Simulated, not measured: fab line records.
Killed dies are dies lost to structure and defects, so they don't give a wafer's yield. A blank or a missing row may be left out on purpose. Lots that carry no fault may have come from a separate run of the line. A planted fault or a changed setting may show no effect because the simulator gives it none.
Struck lot and sound lot, side by side || flow n5 finfet || 42 steps out of a route of 1938
Sound: these wafers, L713.1, L713.2, L713.4. Struck: wafer L702.2 (left out: L702.3, L702.6 of the same lot, which were not struck); the cause appears at the end.
Per side, at each step with rows, come the tool, then ch with its chambers, and then its first start. Under that, the readings that differ: sound wafers || struck wafers || difference of the means || sigmas: that difference in standard deviations of wafers without a fault.
alike: same words and numbers on both sides, and readings whose means sit less than 2 such deviations apart. not compared: any withheld reading, any reading some wafer has no value for, any bound like >300 that may hide the same value, and any number with overlapping values for which the record gives no deviation.
A row with sigmas, a row that says differs or no value, or rows on one side alone: a step with any of these is where the two part. When numbers do not overlap yet have no deviation, they are printed without sigmas and do not part them. Lack of a reading on every wafer of one side parts them only where that side has two or more wafers.

first, 11 steps without rows for these wafers: N5_GATE_CUT_ETCHBACK_00 (etches W in SF6/Cl2); N5_GATE_CUT_ETCH_56 (etches TiN in Cl2/Ar, target depth 21.6 nm); N5_GATE_CUT_ETCHBACK_30 (etches TiN in Cl2/Ar, target depth 3 nm); N5_GATE_CUT_VAPOR_ETCH_60 (etches HfO2 in BCl3/Cl2); N5_GATE_CUT_ETCH_58 (etches SiNx in CH3F/O2, target depth 17 nm, time 128.6 s); N5_GATE_CUT_STRIP_59 (strips in N2/H2, time 20 s); N5_GATE_CUT_PRECLEAN_31 (cleans in DIW, time 300 s); N5_GATE_CUT_SRD_32 (time 30 s); N5_GATE_CUT_SAC_CAP_01 (material SiNx, target thk 24 nm, pulse time 1 s, ald cycles 480); N5_GATE_CUT_PECVD_57 (deposits SiNx from SiH4/NH3/N2, target thk 21 nm); N5_GATE_CUT_CMP_02 (polishes, stops on SiO2, t overpolish 12.7 s, target thk 0 nm).
N5_GATE_CUT_HM_DEP_46: deposits SiO2 from TEOS/O2, target thk 130 nm, time 26.6 s.
  sound on pecvd-02 ch 0,1, day 8 20:20; struck on pecvd-04 ch 0, day 6 01:11
{"reading": "model.SiO2_of_GATE_CUT_HM_DEP_46.thk nm (nm)", "sound": "129.8 128 131", "struck": 145.2, "difference": "+15.6", "sigmas": ""}
  alike: heater power w, showerhead plenum p Torr, throttle valve pct
then, 15 steps without rows for these wafers: N5_GATE_CUT_COAT_34 (time 60 s, resist thk 60 nm); N5_GATE_CUT_COAT_35 (time 60 s, resist thk 10 nm); N5_GATE_CUT_COAT_27 (time 60 s, resist thk 10 nm); N5_GATE_CUT_COAT_07 (resist thk 30 nm); N5_GATE_CUT_EBR_09; N5_GATE_CUT_SOFTBAKE_08 (time 60 s); N5_GATE_CUT_EXPOSE_10 (exposes mask GATE CUT, target cd 20 nm); N5_GATE_CUT_PEB_11 (peb time 60 s); N5_GATE_CUT_DEVELOP_12 (develop time 30 s); N5_GATE_CUT_DESCUM_18 (chemistry O2, time 7 s); N5_GATE_CUT_ETCH_28 (etches underlayer in N2/H2, target depth 13 nm, time 10.4 s); N5_GATE_CUT_ETCH_36 (etches SiARC in CF4, target depth 13 nm, time 21.7 s); N5_GATE_CUT_ETCH_37 (etches SOC in N2/H2, target depth 60 nm, overetch 12 nm, time 90 s); N5_GATE_CUT_STRIP_38 (strips in N2/H2); N5_GATE_CUT_STRIP_39 (strips in N2/H2).
N5_GATE_CUT_HM_OPEN_40: chemistry C4F6/O2, target SiO2, target depth 139 nm, time 85.1 s.
  sound on rie diel-01 ch 1,2,3, day 8 21:00; struck on rie diel-01 ch 1, day 6 01:48
{"reading": "etch rf on time s (s)", "sound": "98.7 90.3 95.7", "struck": 106.0, "difference": "+11.1", "sigmas": "+6"}
{"reading": "model.etch.depth nm (nm)", "sound": "129.8 128.1 131", "struck": 145.3, "difference": "+15.7", "sigmas": ""}
{"reading": "model.SOC_of_GATE_CUT_COAT_34.thk nm (nm)", "sound": "33.2 33.6 33.4", "struck": 30, "difference": -3, "sigmas": ""}
  alike: bias w, drypump motor current A, oes product au, rf vpp V, showerhead plenum p Torr, throttle valve pct
  not compared: rf hours counter h
then, 10 steps without rows for these wafers: N5_GATE_CUT_STRIP_41 (strips in CF4); N5_GATE_CUT_STRIP_42 (strips in O2); N5_GATE_CUT_ETCH_19 (etches SiNx in CH3F/O2, target depth 53.7 nm, time 76.7 s); N5_GATE_CUT_CUT_ETCH_53 (etches W in SF6/Cl2, target depth 79.2 nm); N5_GATE_CUT_CUT_ETCH_54 (etches TiN in Cl2/BCl3, target depth 96.7 nm); N5_GATE_CUT_CUT_ETCH_55 (etches HfO2 in BCl3, target depth 3.2 nm); N5_GATE_CUT_ETCH_47 (etches SiO2 in Cl2/BCl3, target depth 10 nm); N5_GATE_CUT_VAPOR_ETCH_48 (etches TiN in BCl3/Cl2); N5_GATE_CUT_VAPOR_ETCH_49 (etches TiAlC in BCl3/Cl2); N5_GATE_CUT_VAPOR_ETCH_51 (etches HfO2 in BCl3/Cl2).
N5_GATE_CUT_THK_MEAS_24:
  sound: film metro-01 at day 9 01:23; struck: film metro-01 at day 6 04:16
{"reading": "GC_FILL_THK (nm)", "sound": "218.6 216.6 220.2", "struck": 236.1, "difference": "+17.6", "sigmas": "+9"}
N5_GATE_CUT_CMP_43: polishes SiO2.
  sound on cmp-02 ch 0,1,2, day 9 01:30; struck on cmp-04 ch 2, day 6 04:22
{"reading": "model.SiO2_of_GATE_CUT_HM_DEP_46.thk nm (nm)", "sound": "5 5 5", "struck": 5.8, "difference": "+0.8", "sigmas": ""}
  alike: motor current A, pad life wafers
-- a jump in the record: the struck wafers' starts before and after are 3 days apart (it breaks off in module GATE_CUT and resumes in module BEOL_M4, where the first step shown is number 1111 of the route) --
N5_BEOL_M4_RC_MEAS_101:
  sound on prober-01 ch 0, day 12 15:37; struck on prober-01 ch 0, day 9 10:38
  alike: DIBL_N, DIBL_P, IOFF_N, IOFF_P, ION_N, ION_P, SS_N, SS_P, VT_N, VT_P
-- a jump in the record: the struck wafers' starts before and after are 5 days apart (it breaks off in module BEOL_M4 and resumes in module PASSIVATION, where the first step shown is number 1936 of the route) --
N5_PASSIVATION_PROBE_49:
  sound: prober-01 at day 17 06:45; struck: prober-02 at day 14 02:35
  alike: defect limited yield, killed_at_M0_to_M3, killed_at_M4_up, killed at contacts, killed at front end, killed at other, killed dies, killed open, killed short, sort_bin_5_function, sort_bin_6_memory, sort n pass, sort yield pct

WHERE THEY PART
Last at N5_GATE_CUT_THK_MEAS_24 as far as this record goes, first at N5_GATE_CUT_HM_OPEN_40. Later steps at which nothing parts them and some readings are alike: N5_GATE_CUT_CMP_43, N5_BEOL_M4_RC_MEAS_101, N5_PASSIVATION_PROBE_49.

WHY: whatever the simulator had introduced
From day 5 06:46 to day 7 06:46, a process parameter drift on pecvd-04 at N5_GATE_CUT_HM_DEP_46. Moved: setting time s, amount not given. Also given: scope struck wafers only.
